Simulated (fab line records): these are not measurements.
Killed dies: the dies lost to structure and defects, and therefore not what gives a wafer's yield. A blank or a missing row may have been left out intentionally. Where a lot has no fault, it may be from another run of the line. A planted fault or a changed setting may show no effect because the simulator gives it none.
Which of the tools did it? ; flow nand harc ; 24 lots with 72 wafers sampled at 6 steps, on a route of 1302 steps

## WHAT THE GAUGES READ, wafer by wafer
NHARC_P_CONTACT_CD_MEAS_19.
lot;measured;on;cd nm (nm)
L074;day 5 20:34;cd sem-02;92.0 91.2 90.5
L075;day 6 12:02;cd sem-01;89.7 92.8 90.2
L077;day 7 03:20;cd sem-01;91.3 92.0 91.9
L076;day 7 06:06;cd sem-02;89.8 90.0 90.9
L078;day 7 15:32;cd sem-03;91.0 89.6 90.0
L079;day 8 04:26;cd sem-01;90.7 90.7 91.6
L080;day 8 09:43;cd sem-03;88.8 89.7 88.6
L081;day 8 14:19;cd sem-01;87.9 88.6 88.6
L082;day 9 10:42;cd sem-02;89.5 88.7 89.6
L083;day 9 11:46;cd sem-03;89.0 89.5 89.4
L084;day 10 04:15;cd sem-02;89.1 89.2 89.2
L085;day 10 18:01;cd sem-02;90.8 91.2 89.3
L086;day 11 02:02;cd sem-01;87.7 90.1 90.4
L087;day 12 01:55;cd sem-03;89.5 88.9 90.1
L089;day 12 02:24;cd sem-03;87.7 89.1 87.7
L088;day 12 02:47;cd sem-02;89.1 88.1 89.2
L090;day 12 15:31;cd sem-03;89.3 90.3 87.9
L091;day 13 02:02;cd sem-03;89.6 88.7 91.1
L092;day 13 08:23;cd sem-03;89.3 90.0 88.8
L094;day 13 23:43;cd sem-01;90.0 91.0 92.2
L093;day 14 00:29;cd sem-02;88.5 88.1 90.0
L095;day 14 12:02;cd sem-02;91.1 90.4 91.2
L096;day 15 00:51;cd sem-03;91.4 89.9 90.2
L097;day 15 14:33;cd sem-03;88.2 88.4 89.0

NHARC_P_M1_CD_MEAS_09: target cd 130 nm.
lot;measured;on;cd nm (nm)
L074;day 6 03:47;cd sem-02;129.8 129.9 129.2
L075;day 6 19:10;cd sem-03;130.7 130.2 130.6
L077;day 7 10:59;cd sem-01;130.5 129.9 129.8
L076;day 7 13:31;cd sem-01;130.2 130.4 130.4
L078;day 7 22:43;cd sem-03;129.5 130.0 129.7
L079;day 8 11:29;cd sem-02;130.1 130.4 130.0
L080;day 8 16:56;cd sem-03;130.6 130.1 130.3
L081;day 8 21:23;cd sem-03;129.7 130.3 129.9
L082;day 9 17:43;cd sem-03;130.3 130.3 130.2
L083;day 9 18:55;cd sem-01;129.7 129.7 130.2
L084;day 10 11:29;cd sem-03;129.7 129.6 130.3
L085;day 11 00:59;cd sem-03;130.3 130.1 130.2
L086;day 11 09:07;cd sem-01;130.0 130.4 130.3
L087;day 12 08:50;cd sem-03;129.5 130.0 130.1
L089;day 12 09:43;cd sem-03;128.8 129.5 129.4
L088;day 12 10:23;cd sem-03;129.8 130.3 129.3
L090;day 12 23:37;cd sem-02;130.1 130.2 129.3
L091;day 13 09:04;cd sem-02;129.3 130.1 130.0
L092;day 13 15:26;cd sem-01;129.7 130.3 129.7
L094;day 14 06:56;cd sem-03;130.3 129.8 129.5
L093;day 14 07:41;cd sem-02;130.8 130.8 130.7
L095;day 14 19:13;cd sem-03;130.0 130.7 130.7
L096;day 15 07:55;cd sem-02;129.3 129.2 129.3
L097;day 15 21:41;cd sem-03;129.9 130.1 129.8

NHARC_P_BONDPAD_THK_MEAS_20: measures by xrf.
lot;measured;on;thk nm (nm)
L074;day 6 14:58;film metro-02;159.1 158.4 160.9
L075;day 7 06:59;film metro-01;159.9 159.4 160.4
L077;day 7 22:41;film metro-02;160.2 158.3 159.3
L076;day 8 00:55;film metro-02;163.7 159.4 163.2
L078;day 8 10:07;film metro-02;163.1 161.8 162.6
L079;day 8 22:43;film metro-01;161.0 162.3 162.6
L080;day 9 04:02;film metro-01;160.8 161.7 161.4
L081;day 9 08:43;film metro-01;162.2 162.8 159.6
L082;day 10 05:21;film metro-02;160.7 160.2 162.5
L083;day 10 06:21;film metro-02;159.8 160.3 159.9
L084;day 10 23:00;film metro-02;162.0 160.3 161.8
L085;day 11 12:23;film metro-01;161.5 162.8 160.7
L086;day 11 20:35;film metro-02;160.5 161.2 163.3
L087;day 12 20:00;film metro-01;162.0 160.8 158.8
L089;day 12 20:53;film metro-01;161.2 159.5 163.3
L088;day 12 21:53;film metro-02;162.8 160.6 160.9
L090;day 13 10:57;film metro-02;161.2 161.5 160.9
L091;day 13 20:32;film metro-01;160.5 162.8 162.4
L092;day 14 02:41;film metro-01;161.2 158.6 159.7
L094;day 14 18:10;film metro-02;162.8 158.9 159.0
L093;day 14 19:04;film metro-01;162.6 161.1 161.2
L095;day 15 06:47;film metro-02;161.2 160.7 162.5
L096;day 15 19:45;film metro-02;162.0 161.2 160.7
L097;day 16 09:12;film metro-01;160.2 162.3 160.6

## TOOL THAT RAN EACH LOT (tool first, then ch and the chambers of the sampled wafers, then the start)
lot;NHARC_P_M0_PRE_CLEAN_29;NHARC_P_BONDPAD_ETCH_12;NHARC_P_BONDPAD_DEGAS_25
L074;pvd sputter-02, day 6 03:47 or earlier;rie diel-01 ch 1,3, day 6 13:34 or earlier;pvd sputter-01, day 6 13:34
L075;pvd sputter-01, day 6 19:10 or earlier;rie diel-01 ch 1,2,3, day 7 05:34 or earlier;pvd sputter-01, day 7 05:34
L077;pvd sputter-02, day 7 10:59 or earlier;rie diel-01 ch 0,3, day 7 21:17 or earlier;pvd sputter-03, day 7 21:17
L076;pvd sputter-01, day 7 13:31 or earlier;rie diel-01 ch 0,2, day 7 23:30 or earlier;pvd sputter-01, day 7 23:30
L078;pvd sputter-01, day 7 22:43 or earlier;rie diel-01 ch 1,2,3, day 8 08:37 or earlier;pvd sputter-01, day 8 08:37
L079;pvd sputter-02, day 8 11:29 or earlier;rie diel-07 ch 0,1, day 8 21:20 or earlier;pvd sputter-02, day 8 21:20
L080;pvd sputter-02, day 8 16:56 or earlier;rie diel-07 ch 0,1, day 9 02:39 or earlier;pvd sputter-02, day 9 02:39
L081;pvd sputter-03, day 8 21:23 or earlier;rie diel-02 ch 1,3, day 9 07:19 or earlier;pvd sputter-02, day 9 07:19
L082;pvd sputter-01, day 9 17:43 or earlier;rie diel-01 ch 0,1,2, day 10 03:55 or earlier;pvd sputter-01, day 10 03:55
L083;pvd sputter-02, day 9 18:55 or earlier;rie diel-07 ch 2,3, day 10 04:57 or earlier;pvd sputter-02, day 10 04:57
L084;pvd sputter-03, day 10 11:29 or earlier;rie diel-02 ch 2,3, day 10 21:35 or earlier;pvd sputter-02, day 10 21:35
L085;pvd sputter-03, day 11 00:59 or earlier;rie diel-07 ch 2,3, day 11 10:58 or earlier;pvd sputter-02, day 11 10:58
L086;pvd sputter-02, day 11 09:07 or earlier;rie diel-02 ch 1,2,3, day 11 19:11 or earlier;pvd sputter-03, day 11 19:11
L087;pvd sputter-01, day 12 08:50 or earlier;rie diel-01 ch 1,2, day 12 18:37 or earlier;pvd sputter-01, day 12 18:37
L089;pvd sputter-02, day 12 09:43 or earlier;rie diel-01 ch 0,1, day 12 19:31 or earlier;pvd sputter-02, day 12 19:31
L088;pvd sputter-02, day 12 10:23 or earlier;rie diel-01 ch 0,1, day 12 20:27 or earlier;pvd sputter-03, day 12 20:27
L090;pvd sputter-01, day 12 23:37 or earlier;rie diel-01 ch 0,2, day 13 09:34 or earlier;pvd sputter-01, day 13 09:34
L091;pvd sputter-01, day 13 09:04 or earlier;rie diel-02 ch 0,1,3, day 13 18:55 or earlier;pvd sputter-01, day 13 18:55
L092;pvd sputter-03, day 13 15:26 or earlier;rie diel-01 ch 0,1, day 14 01:16 or earlier;pvd sputter-03, day 14 01:16
L094;pvd sputter-02, day 14 06:56 or earlier;rie diel-02 ch 1,3, day 14 16:46 or earlier;pvd sputter-01, day 14 16:46
L093;pvd sputter-01, day 14 07:41 or earlier;rie diel-01 ch 0,1,3, day 14 17:39 or earlier;pvd sputter-02, day 14 17:39
L095;pvd sputter-03, day 14 19:13 or earlier;rie diel-02 ch 1,2,3, day 15 05:17 or earlier;pvd sputter-03, day 15 05:17
L096;pvd sputter-02, day 15 07:55 or earlier;rie diel-02 ch 2,3, day 15 18:20 or earlier;pvd sputter-02, day 15 18:20
L097;pvd sputter-01, day 15 21:41 or earlier;rie diel-07 ch 0,1, day 16 07:48 or earlier;pvd sputter-01, day 16 07:48
- NHARC_P_M0_PRE_CLEAN_29: time 30 s.
- NHARC_P_BONDPAD_ETCH_12: etches the open film in CHF3/O2, target depth 200 nm, time 100 s.
- NHARC_P_BONDPAD_DEGAS_25: time 60 s.

## WHAT THE TOOLS THEMSELVES READ (means of the sampled wafers that have a number; where no wafer has one, the mark that the record gives instead)
NHARC_P_M0_PRE_CLEAN_29.
lot;tool;heater power w (W)
L074;pvd sputter-02;412
L075;pvd sputter-01;459
L077;pvd sputter-02;414
L076;pvd sputter-01;460
L078;pvd sputter-01;437
L079;pvd sputter-02;427
L080;pvd sputter-02;456
L081;pvd sputter-03;452
L082;pvd sputter-01;463
L083;pvd sputter-02;427
L084;pvd sputter-03;459
L085;pvd sputter-03;451
L086;pvd sputter-02;454
L087;pvd sputter-01;438
L089;pvd sputter-02;465
L088;pvd sputter-02;444
L090;pvd sputter-01;433
L091;pvd sputter-01;449
L092;pvd sputter-03;451
L094;pvd sputter-02;416
L093;pvd sputter-01;410
L095;pvd sputter-03;455
L096;pvd sputter-02;445
L097;pvd sputter-01;454

NHARC_P_BONDPAD_ETCH_12.
lot;tool;drypump motor current A (A);o2 flow sccm (sccm);oes product au (a.u.);rf vpp V (V);showerhead plenum p Torr (Torr);throttle valve pct (%)
L074;rie diel-01;6.3;10.009;0.979;370.9;2.41;20.579
L075;rie diel-01;5.8;9.994;0.971;370.3;2.39;20.577
L077;rie diel-01;5.8;10.014;0.925;370.0;2.34;20.564
L076;rie diel-01;5.3;10.034;0.923;368.0;2.31;20.572
L078;rie diel-01;5.8;9.971;0.962;369.8;2.39;20.569
L079;rie diel-07;6.3;9.984;0.922;368.2;2.30;20.567
L080;rie diel-07;6.2;10.013;0.915;368.9;2.30;20.570
L081;rie diel-02;5.6;9.971;0.943;370.8;2.43;20.576
L082;rie diel-01;5.5;9.986;0.970;369.4;2.37;20.572
L083;rie diel-07;5.3;9.977;0.927;371.6;2.45;20.580
L084;rie diel-02;5.4;10.001;0.964;369.5;2.38;20.569
L085;rie diel-07;5.5;9.992;0.923;371.8;2.47;20.574
L086;rie diel-02;5.4;10.002;0.919;372.0;2.43;20.579
L087;rie diel-01;5.4;10.010;0.963;369.5;2.36;20.566
L089;rie diel-01;5.7;10.008;0.977;371.0;2.42;20.572
L088;rie diel-01;5.7;10.001;0.990;371.4;2.42;20.570
L090;rie diel-01;5.3;9.997;0.969;368.0;2.31;20.571
L091;rie diel-02;5.7;10.023;0.929;370.5;2.42;20.570
L092;rie diel-01;5.6;9.997;0.923;369.8;2.37;20.582
L094;rie diel-02;5.6;10.039;0.932;371.0;2.42;20.580
L093;rie diel-01;5.9;9.968;0.962;369.8;2.39;20.575
L095;rie diel-02;5.4;9.986;0.966;371.2;2.43;20.565
L096;rie diel-02;5.7;10.009;0.921;370.1;2.36;20.577
L097;rie diel-07;6.2;10.026;0.916;369.7;2.32;20.578

NHARC_P_BONDPAD_DEGAS_25.
lot;tool;heater power w (W)
L074;pvd sputter-01;493
L075;pvd sputter-01;517
L077;pvd sputter-03;519
L076;pvd sputter-01;462
L078;pvd sputter-01;511
L079;pvd sputter-02;523
L080;pvd sputter-02;494
L081;pvd sputter-02;482
L082;pvd sputter-01;511
L083;pvd sputter-02;523
L084;pvd sputter-02;507
L085;pvd sputter-02;504
L086;pvd sputter-03;510
L087;pvd sputter-01;476
L089;pvd sputter-02;524
L088;pvd sputter-03;506
L090;pvd sputter-01;490
L091;pvd sputter-01;484
L092;pvd sputter-03;515
L094;pvd sputter-01;488
L093;pvd sputter-02;489
L095;pvd sputter-03;512
L096;pvd sputter-02;485
L097;pvd sputter-01;533

## THE ANSWER, worked out from the rows above alone
Rule: what is usual is taken from the lots themselves. The widest of any qualifying gaps counts: lots, ordered by their means at a reading, are off when they make up no more than a third of the lots, leave a main group of 4 or more, and stand apart from it by 3 or more times the standard deviation of that group's means. A main group whose means are all the same, to the digits that the tables above print for the reading, isn't used. Also off: a lot with no number at a reading for which 4 or more lots have one. The other lots that the step has rows for count as sound. After the gauges, taken in route order, come the tools' own readings; for these a lot's mean is taken, as printed above. The first step at which some lot is off is used, and at that step the reading that is off furthest; a lot without a number counts as furthest.
Across all readings shown, no lot is off: no conclusion can be drawn from this.

## WHAT WAS PUT IN BY THE SIMULATOR
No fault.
